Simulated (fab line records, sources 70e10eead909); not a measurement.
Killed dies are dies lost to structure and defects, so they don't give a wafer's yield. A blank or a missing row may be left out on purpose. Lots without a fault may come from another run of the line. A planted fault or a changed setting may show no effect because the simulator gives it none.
fab line records | flow nand_harc
record lots=5 wafers=14 last_day=24
route steps=1159 shown P_ZERO_WELL@68 P_STI@69 END@1159
lots that met no fault: from a run of the same line without faults
start_h: hours from the record's first day to the start of the lot's first wafer shown | wait_h: hours since the lot's step before | " the same as in the row above | L1.1+2: a row that stands for several wafers | - no value, or no start given | * or withheld: withheld | < > ~ a bound
route shown NAME@n: a module of which the file shows steps, and the number in the route of the first | usual: mean/standard deviation of fault-free wafers | same: alike in all rows | chamber/n: place in a boat | sites: the reading at each site | _std_site: their standard deviation | _edge_site: outer sites' mean less inner sites' | radius_mm: how far each site lies from the wafer's centre | mask NAME#n: copy n | behind: the tool/chamber that last shaped the wafer | hold: why the lot was held/for how many hours/how that ended | device: the transistor (n, p or np) that didn't switch | end of line: the same wafers' tests at the end of the route | a step without rows: its recipe alone | killed: dies lost to structure and defects at the first sort, not the wafer's yield | map: a wafer's dies, x killed, . not, _ none there
set.NAME: the setting as run; set.NAME@STEP: as run at that earlier step | model.NAME: the simulator's own value behind a step, which no gauge read
lots at some steps of the route; a table a step, a row a wafer
services: from which hour (start_h, from the record's first day; less than 0 if before it) a tool's chamber was out of use, for how many hours, and why
## steps
# step NHARC_P_ZERO_WELL_INSPECT_43
# usual raw_defect_count=14/5.9
# columns lot.wafer tool chamber start_h wait_h raw_defect_count
L223.3 defect_inspect-02 - 25.80 0.4 6
L223.5 " - " " 7
L223.6 " - " " 14
L228.1 defect_inspect-01 - 55.45 0.6 14
L228.3 " - " " 16
L228.4 " - " " 13
L229.2 defect_inspect-02 - 61.60 0.5 19
L229.3 " - " " 10
L229.4 " - " " 9
L230.2 defect_inspect-02 - 67.67 0.5 6
L230.4 " - " " 6
L230.5 " - " " 15
L245.1 defect_inspect-01 - 157.43 0.6 5
L245.2 " - " " 10
# step NHARC_P_STI_ETCH_26
# recipe target_depth_a=110 chemistry=dHF material=SiO2
# step NHARC_P_STI_PRECLEAN_27
# recipe time_s=* temp_c=50 bath_age_min=0 chemistry=SC1
# step NHARC_P_STI_SRD_28
# step NHARC_P_STI_OXIDE_29
# recipe target_thk_a=100 temp_c=900 ox_time_s=1362 material=SiO2
# step NHARC_P_STI_HM_DEP_30
# recipe target_thk_a=800 temp_c=790 pressure_mtorr=300 time_s=873 material=Si3N4
# step NHARC_P_STI_DEHYDRATE_01
# recipe temp_c=150 time_s=120
# step NHARC_P_STI_HMDS_02
# recipe time_s=30
# step NHARC_P_STI_COAT_41
# recipe temp_c=200 time_s=65
# step NHARC_P_STI_COAT_03
# recipe spin_rpm=2000 resist_thk_nm=600
# step NHARC_P_STI_SOFTBAKE_04
# recipe temp_c=125 time_s=70
# step NHARC_P_STI_EBR_05
# step NHARC_P_STI_EXPOSE_06
# recipe na=0.55 target_cd_nm=200 dose_mj=37.69 mask_id=P_STI
# columns lot.wafer tool chamber start_h wait_h mask
L223.3+5+6 krf_scanner-04 0 40.94 - P_STI#0
L229.2+3+4 krf_scanner-04 0 73.52 - P_STI#0
L228.1+3+4 krf_scanner-02 0 73.67 - P_STI#0
L230.2+4+5 krf_scanner-03 0 83.01 - P_STI#0
L245.1+2 krf_scanner-02 0 172.47 - P_STI#0
# step NHARC_P_STI_PEB_07
# recipe peb_temp_c=128 peb_time_s=80
# step NHARC_P_STI_DEVELOP_08
# recipe time_s=50 dev_temp_c=22
# step NHARC_P_STI_CD_MEAS_09
# recipe target_cd_nm=200 landing_energy_ev=500
# usual cd_nm=199.4/1.8
# columns lot.wafer tool chamber start_h wait_h cd_nm
L223.3 cd_sem-03 0 41.09 - 199.9
L223.5 " 0 " " 200.1
L223.6 " 0 " " 199.8
L229.2 cd_sem-03 0 73.67 - 197.7
L229.3 " 0 " " 200.1
L229.4 " 0 " " 198.6
L228.1 cd_sem-02 0 73.83 - 198.4
L228.3 " 0 " " 200.6
L228.4 " 0 " " 199.9
L230.2 cd_sem-01 0 83.16 - 199.9
L230.4 " 0 " " 199.1
L230.5 " 0 " " 200.2
L245.1 cd_sem-03 0 172.62 - 200.0
L245.2 " 0 " " 194.5
# step NHARC_P_STI_OVL_MEAS_10
# usual overlay_x_nm=1/6.2 overlay_y_nm=0/5.2
# columns lot.wafer tool chamber start_h wait_h overlay_x_nm overlay_y_nm
L223.3 overlay-02 - 41.17 - -6 -2
L223.5 " - " " -6 -2
L223.6 " - " " -6 -2
L229.2 overlay-01 - 73.75 - -8 2
L229.3 " - " " -8 2
L229.4 " - " " -8 1
L228.1 overlay-02 - 73.91 - 3 11
L228.3 " - " " 3 10
L228.4 " - " " 3 11
L230.2 overlay-02 - 83.25 - -4 -7
L230.4 " - " " -3 -7
L230.5 " - " " -3 -7
L245.1 overlay-02 - 172.71 - 4 -9
L245.2 " - " " 3 -8
# step NHARC_P_STI_INSPECT_11
# usual raw_defect_count=5.6/2.5
# columns lot.wafer tool chamber start_h wait_h raw_defect_count
L223.3 defect_inspect-01 - 41.21 0.0 6
L223.5 " - " " 7
L223.6 " - " " 4
L229.2 defect_inspect-01 - 73.79 0.0 10
L229.3 " - " " 13
L229.4 " - " " 9
L228.1 defect_inspect-02 - 73.95 0.0 5
L228.3 " - " " 3
L228.4 " - " " 5
L230.2 defect_inspect-02 - 83.28 0.0 2
L230.4 " - " " 8
L230.5 " - " " 2
L245.1 defect_inspect-01 - 172.75 0.0 5
L245.2 " - " " 5
# step NHARC_P_STI_HARDBAKE_13
# recipe temp_c=118 time_s=65
# step NHARC_P_STI_DESCUM_14
# recipe time_s=3 o2_flow_sccm=200 ar_flow_sccm=0 bias_power_w=0 chemistry=O2
# usual drypump_motor_current_A=6.0/0.32 o2_flow_sccm=200.0/0.59 oes_product_au=1.003/0.0065 rf_vpp_V=57.7/0.96 showerhead_plenum_p_Torr=1.92/0.088 throttle_valve_pct=11.310/0.0092
# same bias_power_w=0
# columns lot.wafer tool chamber start_h wait_h drypump_motor_current_A o2_flow_sccm oes_product_au rf_hours_counter_h rf_vpp_V showerhead_plenum_p_Torr throttle_valve_pct model.P_STI.cd_nm
L223.3 rie_diel-09 0 41.34 - 6.1 200.0 0.990 7.8 59.0 2.04 11.319 199.6
L223.6 " 0 " " 6.1 199.9 1.000 - 57.7 2.05 11.308 199.4
L223.5 " 1 " " 5.9 200.2 1.017 - 58.4 1.81 11.309 200.1
L229.4 rie_diel-02 2 73.93 - 6.0 201.7 1.009 3.5 59.4 1.97 11.316 199.5
L229.3 " 3 " " 6.5 200.0 1.005 3.5 57.3 1.87 11.289 200.7
L229.2 " 0 " " 6.2 199.9 1.005 3.5 56.9 1.83 11.311 198
L228.1 rie_diel-01 2 74.09 - 6.5 199.5 1.001 2.0 59.3 1.84 11.314 198.6
L228.3 " 3 " " 6.0 200.1 1.002 2.4 57.6 1.98 11.306 200
L228.4 " 0 " " 6.1 199.4 1.000 2.5 58.1 1.80 11.316 199.9
L230.2 rie_diel-01 3 83.43 - 6.0 199.7 1.003 2.7 57.7 1.98 11.303 199.8
L230.4 " 1 " " 5.1 199.4 0.995 2.3 58.2 2.02 11.300 198.9
L230.5 " 2 " " 6.5 199.6 1.006 - 56.8 1.84 11.297 200.3
L245.1 rie_diel-09 2 172.88 - 5.8 199.5 1.001 5.2 57.3 1.88 11.319 200.1
L245.2 " 0 " " 6.1 199.5 1.001 4.9 57.0 2.04 11.313 194.8
# step NHARC_P_STI_ETCH_42
# recipe target_depth_a=800 overetch_a=240 time_s=61 ion_energy_ev=200 n2_flow_sccm=150 h2_flow_sccm=150 ar_flow_sccm=0 rf_w=400 bias_w=150 chemistry=N2/H2
# usual bias_w=150.0/0.44 drypump_motor_current_A=6.0/0.35 oes_product_au=1.004/0.0069 rf_vpp_V=430.9/2.8 showerhead_plenum_p_Torr=2.06/0.098 throttle_valve_pct=14.173/0.0093
# columns lot.wafer tool chamber start_h wait_h bias_w drypump_motor_current_A oes_product_au rf_hours_counter_h rf_vpp_V showerhead_plenum_p_Torr throttle_valve_pct
L223.3 rie_diel-09 1 41.44 0.1 150.0 5.9 1.003 8.2 426.3 1.93 14.179
L223.6 " 3 " " 149.8 5.8 1.010 - 434.4 2.19 14.175
L223.5 " 0 " " 150.0 6.1 1.011 - 433.5 2.18 14.174
L229.3 rie_diel-02 2 74.01 0.1 150.9 6.0 1.012 3.6 432.8 2.11 14.165
L229.4 " 3 " " 149.7 6.5 1.001 3.5 428.7 2.00 14.178
L229.2 " 1 " " 150.1 6.1 0.996 3.1 432.4 2.13 14.179
L228.1 rie_diel-01 2 74.17 0.1 150.8 6.5 0.997 2.0 427.4 1.96 14.166
L228.3 " 3 " " 150.4 6.0 1.008 2.4 432.5 2.11 14.179
L228.4 " 0 " " 149.7 6.1 1.009 2.5 426.4 1.91 14.162
L230.2 rie_diel-01 3 83.51 0.1 149.6 6.0 1.010 2.7 433.7 2.11 14.175
L230.4 " 0 " " 149.0 6.1 1.009 2.7 425.8 1.91 14.175
L230.5 " 2 " " 150.9 6.5 1.007 - 428.8 1.96 14.178
L245.1 rie_diel-09 3 172.97 0.1 150.3 5.9 0.993 4.9 432.7 2.19 14.181
L245.2 " 2 " " 149.6 5.8 1.010 5.2 429.6 2.00 14.175
# step NHARC_P_STI_ETCH_31
# recipe target_depth_a=1089 time_s=54.5 cf4_flow_sccm=100 chf3_flow_sccm=30 ar_flow_sccm=0 rf_w=500 bias_w=200 chemistry=CF4/CHF3
# usual bias_w=200.1/0.64 drypump_motor_current_A=6.0/0.34 oes_product_au=0.968/0.015 rf_vpp_V=370.7/2.5 showerhead_plenum_p_Torr=1.58/0.069 throttle_valve_pct=16.802/0.0094
# columns lot.wafer tool chamber start_h wait_h bias_w drypump_motor_current_A oes_product_au rf_hours_counter_h rf_vpp_V showerhead_plenum_p_Torr throttle_valve_pct
L223.3 rie_diel-09 1 - - 200.1 5.9 0.968 8.2 368.4 1.50 16.802
L223.6 " 0 " " 199.6 6.1 0.973 - 373.5 1.68 16.803
L223.5 " 1 " " 199.6 5.8 0.961 - 368.0 1.49 16.797
L229.4 rie_diel-02 0 - - 200.0 6.2 0.976 3.5 367.4 1.51 16.804
L229.2 " 1 " " 200.2 6.1 0.977 3.1 371.2 1.64 16.792
L229.3 " 3 " " 199.6 6.5 0.966 3.5 371.1 1.54 16.801
L228.3 rie_diel-01 1 - - 200.4 5.0 0.949 2.1 374.0 1.66 16.792
L228.4 " 3 " " 201.8 6.0 0.947 2.4 371.6 1.62 16.795
L228.1 " 0 " " 200.8 6.1 0.962 2.5 367.3 1.48 16.784
L230.2 rie_diel-01 2 - - 200.5 6.5 0.971 2.3 368.4 1.52 16.788
L230.4 " 3 " " 198.9 6.0 0.962 2.7 372.8 1.62 16.796
L230.5 " 2 " " 199.9 6.5 0.965 - 367.6 1.52 16.818
L245.1 rie_diel-09 0 - - 200.5 6.1 0.984 4.9 374.2 1.67 16.807
L245.2 " 2 " " 199.9 5.8 0.968 5.2 367.8 1.55 16.810
# step NHARC_P_STI_ETCH_15
# recipe target_depth_a=3000 taper_deg=4 time_s=100.1 hbr_flow_sccm=150 cl2_flow_sccm=50 rf_w=400 icp_w=400 bias_w=100 chemistry=HBr/Cl2
# usual bias_w=99.9/0.31 drypump_motor_current_A=5.8/0.55 oes_product_au=1.004/0.0075 throttle_valve_pct=26.405/0.0082
# columns lot.wafer tool chamber start_h wait_h bias_w drypump_motor_current_A oes_product_au rf_hours_counter_h throttle_valve_pct model.P_STI.cd_nm
L223.3 rie_si-05 3 41.65 - 99.9 4.9 0.994 0.8 26.410 199.3
L223.6 " 1 " " 99.8 5.6 1.011 - 26.403 200.1
L223.5 " 2 " " 99.6 5.4 0.989 - 26.395 200.8
L229.2 rie_si-06 1 74.21 - 99.7 5.3 1.028 0.4 26.403 198.1
L229.4 " 2 " " 99.8 6.5 1.012 0.3 26.407 199.7
L229.3 " 0 " " 100.6 6.3 1.020 0.5 26.417 199.6
L228.1 rie_si-01 1 74.38 - 100.3 6.2 1.000 0.9 26.404 197.8
L228.3 " 3 " " 100.0 5.0 1.001 0.8 26.404 199.7
L228.4 " 0 " " 100.1 5.8 1.006 0.9 26.398 198.9
L230.4 rie_si-06 2 83.69 - 99.4 6.4 1.005 0.4 26.396 198.3
L230.2 " 1 " " 100.0 5.3 1.012 0.5 26.420 199.9
L230.5 " 2 " " 99.4 6.5 1.005 - 26.403 200.7
L245.1 rie_si-05 0 173.16 - 100.1 6.6 1.014 0.7 26.411 199
L245.2 " 3 " " 100.2 4.9 1.007 0.6 26.408 194.7
# step NHARC_P_STI_CD_MEAS_16
# usual cd_nm=198.9/1.9
# columns lot.wafer tool chamber start_h wait_h cd_nm
L223.3 cd_sem-03 - 41.79 - 199.3
L223.5 " - " " 200.9
L223.6 " - " " 200.4
L229.2 cd_sem-01 - 74.38 - 198.2
L229.3 " - " " 199.1
L229.4 " - " " 199.6
L228.1 cd_sem-03 - 74.54 - 197.5
L228.3 " - " " 199.9
L228.4 " - " " 198.7
L230.2 cd_sem-01 - 83.86 - 199.6
L230.4 " - " " 198.6
L230.5 " - " " 200.6
L245.1 cd_sem-01 - 173.35 - 199.3
L245.2 " - " " 194.8
# step NHARC_P_STI_OCD_MEAS_17
# usual trench_depth_nm=302.2/2.9 trench_foot_cd_nm=157.1/1.9
# columns lot.wafer tool chamber start_h wait_h trench_depth_nm trench_foot_cd_nm
L223.3 ocd-02 - 41.87 0.1 299.9 158.2
L223.5 " - " " 299.4 158.2
L223.6 " - " " 305.0 157.0
L229.2 ocd-01 - 74.47 0.1 307.9 154.4
L229.3 " - " " 308.9 157.1
L229.4 " - " " 306.3 156.2
L228.1 ocd-02 - 74.63 0.1 301.3 156.4
L228.3 " - " " 298.2 158.5
L228.4 " - " " 302.0 157.7
L230.2 ocd-01 - 83.95 0.1 305.5 157.2
L230.4 " - " " 304.8 156.1
L230.5 " - " " 302.0 158.3
L245.1 ocd-01 - 173.44 0.1 305.3 157.6
L245.2 " - " " 306.3 151.4
# step NHARC_P_STI_STRIP_19
# recipe time_s=900 temp_c=130 chemistry=SPM
# step NHARC_END_SORT_01
# recipe temp_c=25
# usual killed_at_array=31/12 killed_at_other=0.6/0.85 killed_at_periphery=3.0/2.3 killed_dies=35/12 killed_open=3.2/1.9 killed_short=1.8/1.4
# same gross_dies=677
# columns lot.wafer tool chamber start_h wait_h killed_at_array killed_at_other killed_at_periphery killed_dies killed_open killed_short
L223.3 prober-01 0 455.05 3.1 28 0 11 39 6 2
L223.5 prober-01 0 456.67 3.7 25 0 5 30 2 0
L223.6 prober-01 0 457.47 4.0 18 0 9 27 3 1
L228.1 prober-02 0 472.54 2.6 21 2 4 27 6 2
L228.3 prober-02 0 474.13 3.1 21 1 7 29 10 2
L228.4 prober-02 0 474.93 3.4 13 1 7 21 1 1
L229.2 prober-02 0 501.74 2.8 42 2 2 46 2 2
L229.3 prober-02 0 502.54 3.1 36 1 4 41 4 2
L229.4 prober-02 0 503.34 3.4 34 0 3 37 2 0
# killed by level:class
L223.3 P_BONDPAD:chamber_film_flake=7 A_SLIT:chamber_film_flake=7 A_CONTACT:geometric_particle:open=4 A_CHANNEL_HOLE_D1:chamber_film_flake=4 A_BLC:chamber_film_flake=3 A_CONTACT:chamber_film_flake=3 P_ZERO_WELL:chamber_film_flake=2 A_ZERO_WELL:chamber_film_flake=2
L223.5 A_SLIT:chamber_film_flake=11 A_CHANNEL_HOLE_D1:chamber_film_flake=6 A_STAIRCASE:chamber_film_flake=4 P_M0:chamber_film_flake=3 P_M0:geometric_particle:open=1 A_ONON_D1:geometric_particle:open=1 P_BONDPAD:chamber_film_flake=1 A_ZERO_WELL:chamber_film_flake=1
L223.6 A_SLIT:chamber_film_flake=13 P_M0:chamber_film_flake=3 P_BONDPAD:chamber_film_flake=3 P_CONTACT:geometric_particle:open=2 A_STAIRCASE:chamber_film_flake=2 P_CONTACT:geometric_particle:short=1 A_ONON_D1:geometric_particle:open=1 A_ZERO_WELL:chamber_film_flake=1
L228.1 A_CHANNEL_HOLE_D1:chamber_film_flake=5 A_CONTACT:chamber_film_flake=4 A_ONON_D1:geometric_particle:open=3 A_STAIRCASE:chamber_film_flake=3 A_SLIT:chamber_film_flake=3 A_M0:geometric_particle:open=2 THIN_TSV:chamber_film_flake=2 P_STI:geometric_particle:short=1
L228.3 A_CONTACT:chamber_film_flake=5 A_ONON_D1:geometric_particle:open=3 A_CONTACT:geometric_particle:open=3 A_SLIT:chamber_film_flake=3 P_STI:geometric_particle:open=2 P_M2:chamber_film_flake=2 A_STAIRCASE:chamber_film_flake=2 P_GATE:geometric_particle:open=1
L228.4 P_M2:chamber_film_flake=4 A_CHANNEL_HOLE_D1:chamber_film_flake=4 P_GATE:chamber_film_flake=3 A_CONTACT:chamber_film_flake=3 A_STAIRCASE:chamber_film_flake=2 A_SLIT:chamber_film_flake=2 A_CHANNEL_FILL_D1:geometric_particle:open=1 A_CHANNEL_FILL_D1:geometric_particle:short=1
L229.2 A_STAIRCASE:chamber_film_flake=14 A_SLIT:chamber_film_flake=12 A_CONTACT:chamber_film_flake=8 A_WL_FILL:chamber_film_flake=3 A_CHANNEL_HOLE_D1:chamber_film_flake=2 P_GATE:geometric_particle:open=1 A_ONON_D1:geometric_particle:open=1 A_CHANNEL_FILL_D1:geometric_particle:short=1
L229.3 A_STAIRCASE:chamber_film_flake=13 A_SLIT:chamber_film_flake=10 A_CONTACT:chamber_film_flake=5 A_WL_FILL:chamber_film_flake=2 P_M0:geometric_particle:open=1 P_M1:geometric_particle:short=1 A_CHANNEL_FILL_D1:geometric_particle:open=1 A_SGD_CUT:geometric_particle:open=1
L229.4 A_CONTACT:chamber_film_flake=10 A_SLIT:chamber_film_flake=10 A_STAIRCASE:chamber_film_flake=7 A_CHANNEL_HOLE_D1:chamber_film_flake=5 P_STI:geometric_particle:open=1 A_SGD_CUT:geometric_particle:open=1 P_STI:chamber_film_flake=1 P_M1:chamber_film_flake=1
## services
# columns tool chamber start_h hours kind
rie_diel-02 - 17.86 1.1 repair
rie_diel-01 0 18.80 - clean
rie_diel-01 1 18.80 - clean
rie_diel-01 2 18.80 - clean
rie_diel-01 3 18.80 - clean
krf_scanner-02 - 38.00 4.0 pm
rie_diel-01 0 43.37 - clean
rie_si-06 2 58.30 10.1 repair
rie_si-05 - 62.00 9.0 pm
rie_si-05 - 71.84 2.1 repair
rie_diel-09 - 77.37 9.0 pm
rie_si-01 1 82.49 4.2 repair
rie_si-05 1 83.68 2.5 repair
rie_si-01 - 92.15 0.8 repair
rie_diel-02 0 99.43 3.9 repair
krf_scanner-04 - 101.39 17.0 repair
krf_scanner-04 - 126.00 4.0 pm
rie_si-01 - 127.00 9.0 pm
rie_diel-01 - 137.80 9.0 pm
rie_diel-02 - 150.70 9.0 pm
krf_scanner-03 - 153.83 0.2 repair
rie_si-06 0 165.18 2.9 repair
krf_scanner-03 - 168.00 4.0 pm
rie_si-05 2 171.68 3.2 repair
## key
first_sign step=NHARC_P_STI_OCD_MEAS_17 reading=trench_foot_cd_nm direction=down sigmas=3 usual=157.1 struck=151.4
effect none on later readings
model_effect step=NHARC_P_STI_DESCUM_14 value=P_STI.cd_nm without=199.4 struck=194.8
model_effect step=NHARC_P_STI_ETCH_15 value=P_STI.cd_nm without=199.3 struck=194.7
met_at NHARC_P_STI_EXPOSE_06
struck_wafers L245.2
tester_left_out L245
onset_between 73.67 172.47
fault kind=process_parameter_drift tool=krf_scanner-02 chamber=- onset_h=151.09 steps=NHARC_P_STI_EXPOSE_06 channel=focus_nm offset=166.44 shape=step end_h=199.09 scope=struck_wafers_only
# tester_left_out: of these lots the tester's yield and bins aren't shown, on N5 and GAA mostly nor the transistor test; their killed dies are dies lost to structure and defects alone, not to doping, threshold or leakage, so they don't give the yield
